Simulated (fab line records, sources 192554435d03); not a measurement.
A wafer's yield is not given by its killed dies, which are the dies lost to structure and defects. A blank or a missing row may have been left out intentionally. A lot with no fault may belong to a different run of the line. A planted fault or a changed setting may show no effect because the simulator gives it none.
Which tool did it? + flow n5-finfet + 19 wafers from 7 lots sampled at 2 of the route's 1938 steps

WHAT EACH GAUGE READ, for each wafer
N5_MIM_BOT_LITHO_OVL_MEAS_11.
| lot  | measured     | on         | MIM_BOT_OVL (nm) |
|------|--------------|------------|------------------|
| L232 | day 12 01:04 | overlay-01 | 1 1 -2           |
| L235 | day 12 12:22 | overlay-01 | -3 -3 0          |
| L238 | day 13 08:04 | overlay-02 | 6 9 9            |
| L240 | day 14 07:41 | overlay-02 | 2 3 -1           |
| L246 | day 15 11:31 | overlay-02 | 4                |
| L248 | day 16 01:41 | overlay-01 | 3 -6 7           |
| L253 | day 17 12:03 | overlay-01 | -1 9 15          |

EACH LOT AND THE TOOL THAT RAN IT (in order: tool; ch and the chambers of the sampled wafers; start)
| lot  | N5_BEOL_M10_HM_OPEN_17            |
|------|-----------------------------------|
| L232 | rie-metal-03 ch 0,1, day 10 01:40 |
| L235 | rie-metal-01 ch 0,1, day 10 16:08 |
| L238 | rie-metal-03 ch 0,1, day 11 18:58 |
| L240 | rie-metal-01 ch 0,1, day 12 13:35 |
| L246 | rie-metal-02 ch 0, day 13 19:46   |
| L248 | rie-metal-03 ch 0,1, day 14 07:24 |
| L253 | rie-metal-03 ch 0,1, day 15 14:05 |
- N5_BEOL_M10_HM_OPEN_17: chemistry Cl2/BCl3, target TiN, target depth 20 nm, overetch 6 nm.

THE ANSWER, worked out from the rows above alone
Rule: usual is defined by the lots themselves. Put in order of their means at a reading, lots are off if they are a third of the lots or fewer, leave a main group of 4 or more, and stand apart from it by a gap of 3 or more times the standard deviation of the main group's means; of several such gaps the widest counts. The tables above print the reading to a certain number of digits; a main group whose means all agree to those digits is not used. A lot without any number at a reading at which 4 lots or more have one is off too. The other lots that the step has rows for count as sound.
No lot is off at any reading shown: from this, nothing can be told.

WHAT THE SIMULATOR HAD INSERTED
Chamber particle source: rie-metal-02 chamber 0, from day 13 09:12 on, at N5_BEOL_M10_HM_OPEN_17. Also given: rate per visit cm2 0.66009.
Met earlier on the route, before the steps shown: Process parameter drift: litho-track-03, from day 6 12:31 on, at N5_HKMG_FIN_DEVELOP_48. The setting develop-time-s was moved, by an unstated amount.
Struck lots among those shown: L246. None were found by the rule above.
